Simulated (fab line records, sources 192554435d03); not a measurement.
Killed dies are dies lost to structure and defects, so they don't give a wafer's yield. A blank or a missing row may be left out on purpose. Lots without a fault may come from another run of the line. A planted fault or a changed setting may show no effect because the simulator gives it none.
Which tool did it? | flow n5_finfet | 9 lots, 27 wafers sampled, at 5 steps of a route of 1938

WHAT THE GAUGES READ, wafer by wafer
The record holds no reading of a measuring or inspecting step that can be judged against a usual standard deviation.

WHICH TOOL RAN EACH LOT (tool, then ch and the chambers of the sampled wafers, then the start)
lot  | N5_BEOL_M10_STRIP_19               | N5_BEOL_M10_ETCH_65                | N5_BEOL_M10_ETCH_41                           | N5_BEOL_M10_HM_STRIP_39             | N5_BEOL_M10_CMP_52
L373 | rie_diel-06 ch 0,1,2, day 9 20:09  | rie_diel-03 ch 0,1,2, day 9 21:55  | rie_diel-03 ch 0,1,2, day 9 22:24 or earlier  | wet_bench-03 ch 0,3,5, day 9 22:24  | cmp-04 ch 0,1, day 10 02:12
L380 | rie_diel-01 ch 0,2, day 11 22:02   | rie_diel-03 ch 0,3, day 12 00:11   | rie_diel-03 ch 0,3, day 12 00:41 or earlier   | wet_bench-01 ch 5,6,7, day 12 00:41 | cmp-02 ch 2,3, day 12 02:53
L381 | rie_diel-06 ch 0,1,2, day 11 22:23 | rie_diel-06 ch 0,3, day 12 00:14   | rie_diel-06 ch 0,3, day 12 00:44 or earlier   | wet_bench-03 ch 4,5,6, day 12 00:44 | cmp-02 ch 1,2, day 12 03:36
L383 | rie_diel-03 ch 0,2, day 12 16:10   | rie_diel-01 ch 0,1,2, day 12 16:52 | rie_diel-01 ch 0,1,2, day 12 17:21 or earlier | wet_bench-01 ch 1,2,6, day 12 17:21 | cmp-01 ch 0,2, day 12 21:13
L386 | rie_diel-03 ch 0,2, day 13 08:50   | rie_diel-03 ch 1,2, day 13 09:57   | rie_diel-03 ch 1,2, day 13 10:26 or earlier   | wet_bench-01 ch 0,2,3, day 13 10:26 | cmp-04 ch 0,1,3, day 13 13:43
L390 | rie_diel-01 ch 0,1,3, day 14 08:05 | rie_diel-01 ch 0,1,2, day 14 12:31 | rie_diel-01 ch 0,1,2, day 14 13:01 or earlier | wet_bench-03 ch 3,4,7, day 14 13:01 | cmp-01 ch 1,2,3, day 14 15:08
L392 | rie_diel-06 ch 1,2,3, day 15 05:59 | rie_diel-01 ch 2,3, day 15 07:29   | rie_diel-01 ch 2,3, day 15 07:58 or earlier   | wet_bench-01 ch 0,6,7, day 15 07:58 | cmp-01 ch 0,3, day 15 13:02
L394 | rie_diel-06 ch 0,1,2, day 15 17:47 | rie_diel-06 ch 0,1,2, day 15 18:35 | rie_diel-06 ch 0,1,2, day 15 19:05 or earlier | wet_bench-03 ch 0,1,3, day 15 19:05 | cmp-04 ch 0,1,2, day 15 22:03
L393 | rie_diel-06 ch 1,2, day 15 17:56   | rie_diel-01 ch 0,2,3, day 15 18:38 | rie_diel-01 ch 0,2,3, day 15 19:08 or earlier | wet_bench-01 ch 2,3,4, day 15 19:08 | cmp-04 ch 1,2,3, day 15 22:22
- N5_BEOL_M10_STRIP_19: strips in O2.
- N5_BEOL_M10_ETCH_65: etches SiARC in CF4, target depth 39 nm, time 65 s.
- N5_BEOL_M10_ETCH_41: etches SiCN in CH3F/O2, target depth 42.6 nm, time 86 s.
- N5_BEOL_M10_HM_STRIP_39: strips TiN in peroxide tin strip, target depth 25 nm, time 158 s.
- N5_BEOL_M10_CMP_52: polishes, stops on SiCOH lowk, t overpolish 7 s, target thk 140 nm.

WHAT THE TOOLS THEMSELVES READ (means of the sampled wafers that have a number; where no wafer has one, the mark that the record gives instead)
N5_BEOL_M10_STRIP_19. Usual: chamber_pressure_mTorr 30.01 mTorr, standard deviation 0.05; drypump_motor_current_A 5.8 A, standard deviation 0.46; oes_product_au 0.84 a.u., standard deviation 0.072; rf_vpp_V 3.6 V, standard deviation 0.58; showerhead_plenum_p_Torr 2.12 Torr, standard deviation 0.061; throttle_valve_pct 16.59 %, standard deviation 0.2.
lot  | tool        | chamber_pressure_mTorr (mTorr) | drypump_motor_current_A (A) | oes_product_au (a.u.) | rf_vpp_V (V) | showerhead_plenum_p_Torr (Torr) | throttle_valve_pct (%) | flag
L373 | rie_diel-06 | 29.99                          | 5.6                         | 0.87                  | 3.7          | 2.18                            | 16.53                  |
L380 | rie_diel-01 | 29.96                          | 5.8                         | 0.91                  | 3.5          | 2.08                            | 16.47                  |
L381 | rie_diel-06 | 30.02                          | 5.6                         | 0.84                  | 3.5          | 2.18                            | 16.55                  |
L383 | rie_diel-03 | 30.03                          | 5.5                         | 0.86                  | 3.7          | 2.12                            | 16.69                  |
L386 | rie_diel-03 | 29.97                          | 5.5                         | 0.85                  | 4.2          | 2.12                            | 16.71                  |
L390 | rie_diel-01 | 30.02                          | 6.2                         | 0.87                  | 3.7          | 2.10                            | 16.46                  |
L392 | rie_diel-06 | 30.00                          | 5.8                         | 0.80                  | 3.7          | 2.14                            | 16.75                  |
L394 | rie_diel-06 | 29.98                          | 5.6                         | 0.80                  | 3.5          | 2.16                            | 16.62                  |
L393 | rie_diel-06 | 30.02                          | 5.8                         | 0.83                  | 3.4          | 2.20                            | 16.58                  |

N5_BEOL_M10_ETCH_65. Usual: drypump_motor_current_A 5.8 A, standard deviation 0.47; etch_rf_on_time_s 64.0 s, standard deviation 1.7; mfc_ar_sccm 100.0 sccm, standard deviation 0.32; oes_product_au 0.73 a.u., standard deviation 0.059; rf_vpp_V 184.3 V, standard deviation 1.1; showerhead_plenum_p_Torr 2.15 Torr, standard deviation 0.052; throttle_valve_pct 15.53 %, standard deviation 0.23.
lot  | tool        | drypump_motor_current_A (A) | etch_rf_on_time_s (s) | mfc_ar_sccm (sccm) | oes_product_au (a.u.) | rf_vpp_V (V) | showerhead_plenum_p_Torr (Torr) | throttle_valve_pct (%) | flag
L373 | rie_diel-03 | 5.7                         | 65.2                  | 99.7               | 0.74                  | 183.7        | 2.15                            | 15.58                  |
L380 | rie_diel-03 | 5.8                         | 63.1                  | 99.9               | 0.76                  | 184.2        | 2.12                            | 15.39                  |
L381 | rie_diel-06 | 5.5                         | 64.1                  | 100.1              | 0.63                  | 184.7        | 2.15                            | 15.95                  |
L383 | rie_diel-01 | 6.1                         | 63.4                  | 100.1              | 0.75                  | 183.3        | 2.14                            | 15.40                  |
L386 | rie_diel-03 | 5.5                         | 65.9                  | 100.1              | 0.70                  | 183.8        | 2.13                            | 15.60                  |
L390 | rie_diel-01 | 6.1                         | 63.9                  | 99.9               | 0.74                  | 184.2        | 2.14                            | 15.42                  |
L392 | rie_diel-01 | 5.4                         | 62.5                  | 99.9               | 0.78                  | 184.0        | 2.10                            | 15.43                  |
L394 | rie_diel-06 | 5.5                         | 65.3                  | 100.0              | 0.69                  | 185.5        | 2.21                            | 15.57                  |
L393 | rie_diel-01 | 5.8                         | 61.8                  | 100.2              | 0.76                  | 183.0        | 2.12                            | 15.46                  |

N5_BEOL_M10_ETCH_41. Usual: drypump_motor_current_A 5.8 A, standard deviation 0.46; mfc_ar_sccm 150.0 sccm, standard deviation 0.45; oes_product_au 0.85 a.u., standard deviation 0.068; rf_vpp_V 297.6 V, standard deviation 1.3; showerhead_plenum_p_Torr 2.02 Torr, standard deviation 0.055; throttle_valve_pct 16.26 %, standard deviation 0.21.
lot  | tool        | drypump_motor_current_A (A) | mfc_ar_sccm (sccm) | oes_product_au (a.u.) | rf_vpp_V (V) | showerhead_plenum_p_Torr (Torr) | throttle_valve_pct (%) | flag
L373 | rie_diel-03 | 5.7                         | 150.1              | 0.87                  | 298.1        | 2.01                            | 16.33                  |
L380 | rie_diel-03 | 5.8                         | 150.0              | 0.90                  | 297.4        | 1.97                            | 16.04                  |
L381 | rie_diel-06 | 5.5                         | 150.2              | 0.74                  | 298.5        | 2.01                            | 16.63                  |
L383 | rie_diel-01 | 6.1                         | 150.0              | 0.86                  | 297.5        | 2.00                            | 16.13                  |
L386 | rie_diel-03 | 5.6                         | 149.7              | 0.82                  | 297.4        | 2.00                            | 16.38                  |
L390 | rie_diel-01 | 6.1                         | 150.0              | 0.85                  | 296.8        | 2.00                            | 16.15                  |
L392 | rie_diel-01 | 5.4                         | 149.9              | 0.91                  | 296.4        | 1.96                            | 16.16                  |
L394 | rie_diel-06 | 5.6                         | 150.1              | 0.80                  | 298.8        | 2.08                            | 16.33                  |
L393 | rie_diel-01 | 5.8                         | 149.6              | 0.88                  | 296.4        | 1.98                            | 16.17                  |

N5_BEOL_M10_HM_STRIP_39. Usual: bath_guard_temp_C 50.1 C, standard deviation 0.59; bath_heat_duty_pct 6.9 %, standard deviation 0.71.
lot  | tool         | bath_guard_temp_C (C) | bath_heat_duty_pct (%) | flag
L373 | wet_bench-03 | 50.2                  | 6.9                    |
L380 | wet_bench-01 | -                     | -                      | OFF
L381 | wet_bench-03 | -                     | -                      | OFF
L383 | wet_bench-01 | -                     | -                      | OFF
L386 | wet_bench-01 | 50.7                  | 6.5                    |
L390 | wet_bench-03 | 49.9                  | 6.4                    |
L392 | wet_bench-01 | 50.2                  | 6.5                    |
L394 | wet_bench-03 | 50.4                  | 7.3                    |
L393 | wet_bench-01 | 50.3                  | 7.4                    |

N5_BEOL_M10_CMP_52. Usual: barrier_field_endpoint_s 28.8 s, standard deviation 0.68; motor_current_A 6.0 A, standard deviation 0.42.
lot  | tool   | barrier_field_endpoint_s (s) | motor_current_A (A) | flag
L373 | cmp-04 | 28.3                         | 5.9                 |
L380 | cmp-02 | 35.6                         | 5.4                 | OFF
L381 | cmp-02 | 34.2                         | 6.1                 | OFF
L383 | cmp-01 | 35.4                         | 5.7                 | OFF
L386 | cmp-04 | 29.2                         | 6.1                 |
L390 | cmp-01 | 28.6                         | 6.1                 |
L392 | cmp-01 | 29.1                         | 6.0                 |
L394 | cmp-04 | 29.1                         | 5.9                 |
L393 | cmp-04 | 28.2                         | 6.1                 |

THE ANSWER, worked out from the rows above alone
Rule: a lot is off if the mean of its wafers that have a number lies more than 3 standard deviations from the usual mean. A lot without any number at a reading at which 4 lots or more have one is off too. The other lots that the step has rows for count as sound. The gauges are gone through in route order, then the tools' own readings, and for those a lot's mean is taken as printed above. The first step at which some lot is off is used, and at that step the reading that is off furthest; a lot without a number counts as furthest.
Off: L380, L381, L383, at N5_BEOL_M10_HM_STRIP_39 (bath_guard_temp_C). Without a number there: L380, L381, L383.
A tool fits if, at that step or a process step before it, it ran every lot that is off, and no sound lot after the first of them. N5_BEOL_M10_ETCH_41 gives no start for some lots, so the hours and the order of its lots are those of N5_BEOL_M10_HM_STRIP_39. None of those tried fits.

WHAT THE SIMULATOR HAD PUT IN
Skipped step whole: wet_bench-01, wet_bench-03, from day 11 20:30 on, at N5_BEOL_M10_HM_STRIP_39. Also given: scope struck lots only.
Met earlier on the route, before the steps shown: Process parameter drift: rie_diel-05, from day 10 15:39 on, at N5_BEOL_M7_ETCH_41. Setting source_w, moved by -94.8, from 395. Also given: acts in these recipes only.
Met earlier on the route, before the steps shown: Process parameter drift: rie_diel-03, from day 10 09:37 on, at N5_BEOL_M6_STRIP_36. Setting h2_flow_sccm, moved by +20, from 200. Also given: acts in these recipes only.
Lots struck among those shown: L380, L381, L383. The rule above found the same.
